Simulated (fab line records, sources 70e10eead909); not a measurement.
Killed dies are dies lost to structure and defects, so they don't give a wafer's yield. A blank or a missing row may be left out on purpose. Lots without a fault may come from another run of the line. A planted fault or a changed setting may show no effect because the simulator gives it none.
Which tool did it? | flow nand_harc | 11 lots, 33 wafers sampled, at 7 steps of a route of 1302

WHAT THE GAUGES READ, wafer by wafer
NHARC_P_ZERO_WELL_CD_MEAS_24: target cd 720 nm.
lot  | measured     | on        | cd_nm (nm)
L499 | day 1 22:35  | cd_sem-01 | 720.6 718.8 717.1
L500 | day 2 08:49  | cd_sem-01 | 724.2 721.0 720.2
L502 | day 3 04:28  | cd_sem-03 | 719.2 719.1 720.1
L504 | day 4 00:35  | cd_sem-01 | 717.3 716.9 718.8
L505 | day 4 10:37  | cd_sem-01 | 718.0 717.2 718.4
L508 | day 5 16:35  | cd_sem-01 | 720.2 722.1 721.4
L509 | day 6 02:29  | cd_sem-03 | 717.1 719.0 721.0
L513 | day 7 18:35  | cd_sem-01 | 719.8 720.9 718.7
L516 | day 9 00:30  | cd_sem-02 | 718.9 718.3 720.3
L517 | day 9 10:39  | cd_sem-03 | 720.5 718.5 720.4
L520 | day 10 16:34 | cd_sem-02 | 719.7 722.3 720.3

NHARC_P_STI_CD_MEAS_09: target cd 200 nm.
lot  | measured     | on        | cd_nm (nm)
L499 | day 2 19:55  | cd_sem-03 | 202.4 201.9 198.5
L500 | day 3 06:19  | cd_sem-01 | 200.3 199.7 199.0
L502 | day 4 00:40  | cd_sem-02 | 203.5 198.0 197.7
L504 | day 4 21:59  | cd_sem-03 | 200.1 200.9 202.0
L505 | day 5 09:19  | cd_sem-02 | 199.9 198.3 195.9
L508 | day 6 17:01  | cd_sem-03 | 200.7 198.2 197.5
L509 | day 7 04:08  | cd_sem-03 | 200.9 199.7 200.1
L513 | day 8 14:44  | cd_sem-02 | 196.4 198.8 200.1
L516 | day 9 21:49  | cd_sem-02 | 204.8 206.8 207.8
L517 | day 10 08:34 | cd_sem-01 | 207.9 208.7 209.0
L520 | day 11 14:52 | cd_sem-02 | 199.7 200.9 198.3

NHARC_P_STI_OCD_MEAS_17.
lot  | measured     | on     | trench_depth_nm (nm) | trench_foot_cd_nm (nm)
L499 | day 2 20:44  | ocd-01 | 298 306 305          | 160.8 159.4 155.8
L500 | day 3 07:07  | ocd-02 | 295 301 298          | 159.1 157.4 157.6
L502 | day 4 01:27  | ocd-01 | 297 300 292          | 162.0 155.9 156.9
L504 | day 4 22:52  | ocd-01 | 297 297 300          | 158.1 159.4 159.9
L505 | day 5 10:06  | ocd-02 | 298 298 295          | 158.1 156.6 154.6
L508 | day 6 17:48  | ocd-02 | 306 302 306          | 158.5 155.8 154.3
L509 | day 7 04:57  | ocd-02 | 299 300 300          | 159.0 158.6 157.7
L513 | day 8 15:32  | ocd-02 | 295 307 300          | 155.1 156.2 158.3
L516 | day 9 22:36  | ocd-02 | 297 297 296          | 162.9 165.4 166.0
L517 | day 10 09:23 | ocd-02 | 307 296 303          | 165.1 167.2 166.6
L520 | day 11 15:41 | ocd-01 | 296 295 295          | 158.2 159.7 156.4

NHARC_END_SORT_01.
lot  | measured     | on        | killed_at_array | killed_at_other | killed_at_periphery | killed_dies | killed_open | killed_short
L513 | day 30 08:26 | prober-02 | 66 52 58        | 0 0 0           | 2 7 3               | 68 59 61    | 0 8 4       | 2 1 6

WHICH TOOL RAN EACH LOT (tool, then ch and the chambers of the sampled wafers, then the start)
lot  | NHARC_P_ZERO_WELL_ETCH_62                     | NHARC_P_ZERO_WELL_ETCH_63        | NHARC_P_STI_PEB_07
L499 | rie_diel-11 ch 1,2,3, day 1 21:40 or earlier  | rie_si-04 ch 1,2,3, day 1 21:40  | litho_track-07 ch 0, day 2 19:50
L500 | rie_diel-09 ch 0,1,2, day 2 07:53 or earlier  | rie_si-01 ch 1,3, day 2 07:53    | litho_track-07 ch 0, day 3 06:14
L502 | rie_diel-11 ch 1,2,3, day 3 03:40 or earlier  | rie_si-01 ch 0,1,3, day 3 03:40  | litho_track-03 ch 0, day 4 00:35
L504 | rie_diel-05 ch 2,3, day 3 23:41 or earlier    | rie_si-01 ch 0,1,2, day 3 23:41  | litho_track-05 ch 0, day 4 21:54
L505 | rie_diel-05 ch 0,1,3, day 4 09:43 or earlier  | rie_si-06 ch 0,1,2, day 4 09:43  | litho_track-05 ch 0, day 5 09:14
L508 | rie_diel-11 ch 0,3, day 5 15:40 or earlier    | rie_si-06 ch 0,1,2, day 5 15:40  | litho_track-07 ch 0, day 6 16:56
L509 | rie_diel-09 ch 0,1,2, day 6 01:40 or earlier  | rie_si-04 ch 1,2,3, day 6 01:40  | litho_track-03 ch 0, day 7 04:04
L513 | rie_diel-05 ch 0,3, day 7 17:41 or earlier    | rie_si-01 ch 0,1,3, day 7 17:41  | litho_track-05 ch 0, day 8 14:39
L516 | rie_diel-09 ch 2,3, day 8 23:43 or earlier    | rie_si-06 ch 1,2, day 8 23:43    | litho_track-07 ch 0, day 9 21:44
L517 | rie_diel-11 ch 1,3, day 9 09:44 or earlier    | rie_si-06 ch 1,2,3, day 9 09:44  | litho_track-07 ch 0, day 10 08:29
L520 | rie_diel-11 ch 0,1,2, day 10 15:39 or earlier | rie_si-06 ch 0,1,3, day 10 15:39 | litho_track-05 ch 0, day 11 14:46
- NHARC_P_ZERO_WELL_ETCH_62: etches the open film in CHF3/Ar, target depth 13 nm, time 6.5 s.
- NHARC_P_ZERO_WELL_ETCH_63: etches the open film in HBr/Cl2, target depth 120 nm, time 40.1 s.
- NHARC_P_STI_PEB_07: peb time 80 s.

WHAT THE TOOLS THEMSELVES READ (means of the sampled wafers that have a number; where no wafer has one, the mark that the record gives instead)
NHARC_P_ZERO_WELL_ETCH_62.
lot  | tool        | drypump_motor_current_A (A) | oes_product_au (a.u.) | rf_fwd_power_W (W) | rf_vpp_V (V) | showerhead_plenum_p_Torr (Torr) | throttle_valve_pct (%)
L499 | rie_diel-11 | 5.74                        | 0.985                 | 489.7              | 369.4        | 2.28                            | 20.221
L500 | rie_diel-09 | 5.53                        | 0.952                 | 486.9              | 371.5        | 2.37                            | 20.216
L502 | rie_diel-11 | 5.74                        | 0.971                 | 489.9              | 368.5        | 2.28                            | 20.222
L504 | rie_diel-05 | 6.06                        | 0.961                 | 489.3              | 372.3        | 2.43                            | 20.212
L505 | rie_diel-05 | 5.80                        | 0.956                 | 487.9              | 369.2        | 2.31                            | 20.215
L508 | rie_diel-11 | 5.78                        | 0.973                 | 487.3              | 369.6        | 2.31                            | 20.211
L509 | rie_diel-09 | 5.52                        | 0.975                 | 488.0              | 370.8        | 2.36                            | 20.217
L513 | rie_diel-05 | 5.90                        | 0.949                 | 486.7              | 370.9        | 2.35                            | 20.213
L516 | rie_diel-09 | 5.70                        | 0.959                 | 488.0              | 370.5        | 2.35                            | 20.214
L517 | rie_diel-11 | 5.62                        | 0.949                 | 488.5              | 369.0        | 2.31                            | 20.219
L520 | rie_diel-11 | 5.84                        | 0.967                 | 489.3              | 367.2        | 2.21                            | 20.212

NHARC_P_ZERO_WELL_ETCH_63.
lot  | tool      | drypump_motor_current_A (A) | he_backside_leak_sccm (sccm) | oes_product_au (a.u.) | rf_fwd_power_W (W) | throttle_valve_pct (%)
L499 | rie_si-04 | 5.4                         | 2.7                          | 0.997                 | 394.4              | 26.399
L500 | rie_si-01 | 6.0                         | 2.8                          | 1.001                 | 394.6              | 26.410
L502 | rie_si-01 | 6.1                         | 2.6                          | 0.996                 | 395.2              | 26.397
L504 | rie_si-01 | 6.1                         | 2.6                          | 1.003                 | 394.8              | 26.411
L505 | rie_si-06 | 5.3                         | 2.6                          | 0.988                 | 396.5              | 26.399
L508 | rie_si-06 | 5.3                         | 2.4                          | 0.994                 | 395.5              | 26.413
L509 | rie_si-04 | 5.4                         | 3.4                          | 0.993                 | 395.1              | 26.400
L513 | rie_si-01 | 6.0                         | 2.7                          | 0.999                 | 394.4              | 26.399
L516 | rie_si-06 | 5.2                         | 3.1                          | 1.000                 | 396.1              | 26.411
L517 | rie_si-06 | 5.5                         | 2.7                          | 1.006                 | 393.9              | 26.403
L520 | rie_si-06 | 5.5                         | 2.7                          | 1.008                 | 396.2              | 26.400

NHARC_P_STI_PEB_07.
lot  | tool           | plate_temp_C (C)
L499 | litho_track-07 | 128.15
L500 | litho_track-07 | 128.04
L502 | litho_track-03 | 128.21
L504 | litho_track-05 | 128.02
L505 | litho_track-05 | 128.12
L508 | litho_track-07 | 127.87
L509 | litho_track-03 | 128.04
L513 | litho_track-05 | 127.97
L516 | litho_track-07 | 128.90
L517 | litho_track-07 | 128.97
L520 | litho_track-05 | 128.07

THE ANSWER, worked out from the rows above alone
Rule: what is usual is taken from the lots themselves. Put in order of their means at a reading, lots are off if they are a third of the lots or fewer, leave a main group of 4 or more, and stand apart from it by a gap of 3 or more times the standard deviation of the main group's means; of several such gaps the widest counts. A main group whose means are all the same, to the digits that the tables above print for the reading, isn't used. A lot without any number at a reading at which 4 lots or more have one is off too. The other lots that the step has rows for count as sound. The gauges are gone through in route order, then the tools' own readings, and for those a lot's mean is taken as printed above. The first step at which some lot is off is used, and at that step the reading that is off furthest; a lot without a number counts as furthest.
Off: L516, L517, at NHARC_P_STI_CD_MEAS_09 (cd_nm). The main group: mean 199.6 nm, standard deviation 0.98.
A tool fits if, at a process step before that reading, it ran every lot that is off, and no sound lot after the first of them. The gauges at NHARC_P_STI_CD_MEAS_09 aren't tried: what is off there is off at NHARC_P_STI_OCD_MEAS_17 too, on other tools, and a gauge's error can't cause that. NHARC_P_ZERO_WELL_ETCH_62 gives no start for some lots, so the hours and the order of its lots are those of NHARC_P_ZERO_WELL_ETCH_63. One fits: litho_track-07 at NHARC_P_STI_PEB_07. Its last sound lot is L508 (day 6 16:56), its first lot that is off L516 (day 9 21:44): a fault that began between those two fits.
The tool's own readings at NHARC_P_STI_PEB_07 bear it out: on the lots that are off they differ by more than 5 times the standard deviation of the sound lots' means. plate_temp_C reads 128.94 C there against 128.05 C on the sound lots.

WHAT THE SIMULATOR HAD PUT IN
Process parameter drift: litho_track-07, from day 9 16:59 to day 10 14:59, at NHARC_P_STI_PEB_07. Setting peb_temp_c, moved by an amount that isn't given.
Lots struck among those shown: L516, L517. The rule above found the same.
